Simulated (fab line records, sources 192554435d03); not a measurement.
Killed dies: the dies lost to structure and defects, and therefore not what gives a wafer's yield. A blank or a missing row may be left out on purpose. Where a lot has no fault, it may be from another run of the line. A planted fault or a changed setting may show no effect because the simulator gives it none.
Split-lot experiment + flow n5Finfet + 7 lots, 36 wafers read, on a route of 1938 steps

ABOUT THE SPLIT
At N5_BEOL_M13_TRENCH_ETCH_34 (etches SiOC in C4F8/O2/Ar, target depth 413.47 nm, time 162.6 s), the setting timeS was moved away from the recipe's 162.6 s on 16 of the 36 wafers read, by -55.1% to +53.3%. The other wafers ran this setting at the recipe's value.

FROM THE SPLIT TO THE READING: what the file shows between them, 7 steps
- N5_BEOL_M13_STRIP_70: strips in C4F8/O2/Ar
- N5_BEOL_M13_OCD_MEAS_35
- N5_BEOL_M13_STRIP_37: strips in N2/H2
- N5_BEOL_M13_ETCH_38: etches SiCN in CF4/N2, target depth 67.5 nm, time 71.9 s
- N5_BEOL_M13_ECD_47: material Cu, target thk 936 nm
- N5_BEOL_M13_ANNEAL_48: time 90 s
- N5_BEOL_M13_CMP_49: polishes, stops on SiOC, t overpolish 17.1 s, target thk 420 nm

THE READING
M13_THK, in nm, at N5_BEOL_M13_THK_MEAS_50 (measures by xrf). Fault-free wafers of this fab line usually give 413 nm, standard deviation 6.2 nm.

| wafer  | tool, chamber at the split | timeS as run, s | against the recipe | M13_THK, nm | against lot-mates on the recipe |
|--------|----------------------------|-----------------|--------------------|-------------|---------------------------------|
| L075.1 | rieDiel-01, 2              | 240.5           | +47.9%             | 611         | +191                            |
| L075.2 | rieDiel-01, 0              | 240.5           | +47.9%             | 616         | +196                            |
| L075.3 | rieDiel-01, 1              | 162.6           | recipe             | 420         | -                               |
| L075.4 | rieDiel-01, 3              | 240.5           | +47.9%             | 607         | +187                            |
| L075.5 | rieDiel-01, 1              | 162.6           | recipe             | 416         | -                               |
| L075.6 | rieDiel-01, 0              | 162.6           | recipe             | 423         | -                               |
| L078.1 | rieDiel-03, 1              | 162.6           | recipe             | 415         | -                               |
| L078.4 | rieDiel-03, 3              | 162.6           | recipe             | 420         | -                               |
| L078.5 | rieDiel-03, 0              | 162.6           | recipe             | 418         | -                               |
| L082.1 | rieDiel-04, 0              | 72.96           | -55.1%             | 182         | -222                            |
| L082.2 | rieDiel-04, 1              | 162.6           | recipe             | 406         | -                               |
| L082.3 | rieDiel-04, 2              | 72.96           | -55.1%             | 185         | -219                            |
| L082.4 | rieDiel-04, 1              | 162.6           | recipe             | 405         | -                               |
| L082.5 | rieDiel-04, 2              | 162.6           | recipe             | 401         | -                               |
| L082.6 | rieDiel-04, 0              | 72.96           | -55.1%             | 184         | -220                            |
| L083.1 | rieDiel-01, 1              | 162.6           | recipe             | 406         | -                               |
| L083.4 | rieDiel-01, 0              | 249.3           | +53.3%             | 614         | +206                            |
| L083.5 | rieDiel-01, 1              | 162.6           | recipe             | 410         | -                               |
| L084.1 | rieDiel-01, 2              | 206.9           | +27.2%             | 521         | +106                            |
| L084.2 | rieDiel-01, 3              | 206.9           | +27.2%             | 515         | +100                            |
| L084.3 | rieDiel-01, 0              | 162.6           | recipe             | 412         | -                               |
| L084.4 | rieDiel-01, 1              | 206.9           | +27.2%             | 527         | +112                            |
| L084.5 | rieDiel-01, 2              | 162.6           | recipe             | 417         | -                               |
| L084.6 | rieDiel-01, 1              | 162.6           | recipe             | 415         | -                               |
| L086.1 | rieDiel-04, 2              | 162.6           | recipe             | 419         | -                               |
| L086.2 | rieDiel-04, 0              | 241.2           | +48.3%             | 602         | +185                            |
| L086.3 | rieDiel-04, 1              | 162.6           | recipe             | 422         | -                               |
| L086.4 | rieDiel-04, 0              | 162.6           | recipe             | 410         | -                               |
| L086.5 | rieDiel-04, 2              | 241.2           | +48.3%             | 616         | +199                            |
| L086.6 | rieDiel-04, 1              | 241.2           | +48.3%             | 620         | +203                            |
| L089.1 | rieDiel-03, 3              | 162.6           | recipe             | 424         | -                               |
| L089.2 | rieDiel-03, 0              | 162.6           | recipe             | 417         | -                               |
| L089.3 | rieDiel-03, 1              | 74.18           | -54.4%             | 192         | -228                            |
| L089.4 | rieDiel-03, 2              | 74.18           | -54.4%             | 190         | -230                            |
| L089.5 | rieDiel-03, 3              | 74.18           | -54.4%             | 196         | -224                            |
| L089.6 | rieDiel-03, 0              | 162.6           | recipe             | 418         | -                               |

FIT RESULTS
A straight line over all 36 wafers: M13_THK changes by +4.08 nm for each +1% of timeS; r = +1.00; the points scatter about the line by 6.8 nm.
The same after taking each lot's own level away (the mean of its wafers on the recipe; 36 wafers): +4.04 nm for each +1%; r = +1.00; scatter 4.8 nm.
Per that fit: largest timeS move, reading shift of 2.2e+02 nm.
The span of the lots' own levels, 404.0 to 419.7 nm, comes to 2.5 times the standard deviation stated above.
Consequently the slope shifts little with the lot-to-lot level, the two slopes agreeing.
Check: with one of the wafers moved furthest among these (-55.1%) left out of the fit, the line predicts -224 nm for it against its lot-mates. It came out at -222 nm against them.

THE WHOLE CHAIN: every reading that the file lists as answering this split, in the file's order
| step                       | what it does                                                    | reading                                                                      | change (the file's fit)                                                                 | r (the file's) |
|----------------------------|-----------------------------------------------------------------|------------------------------------------------------------------------------|-----------------------------------------------------------------------------------------|----------------|
| N5_BEOL_M13_TRENCH_ETCH_34 | etches SiOC in C4F8/O2/Ar, target depth 413.47 nm, time 162.6 s | etch.depthNm (the simulator's own value, which no gauge read)                | +4.18 nm for each +1% of the setting                                                    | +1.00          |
| N5_BEOL_M13_OCD_MEAS_35    |                                                                 | trenchDepthNm                                                                | +4.17 nm for each +1% of the setting                                                    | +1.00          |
| N5_BEOL_M13_CMP_49         | polishes, stops on SiOC, t overpolish 17.1 s, target thk 420 nm | Cu_of_BEOL_M13_ECD_47.thkNm (the simulator's own value, which no gauge read) | +4.17 nm for each +1% of the setting                                                    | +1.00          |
| N5_BEOL_M13_THK_MEAS_50    | measures by xrf                                                 | M13_THK                                                                      | +4.03 for each +1% of the setting                                                       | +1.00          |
| N5_BEOL_M13_RS_MEAS_54     | measures by four-point-probe                                    | M13_RS                                                                       | not straight: 0.1034 at the lowest setting, 0.0445 at the recipe, 0.0291 at the highest | not given      |

FILE'S OWN FIT
M13_THK changes by +4.03 nm for each +1% of timeS, r = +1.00.
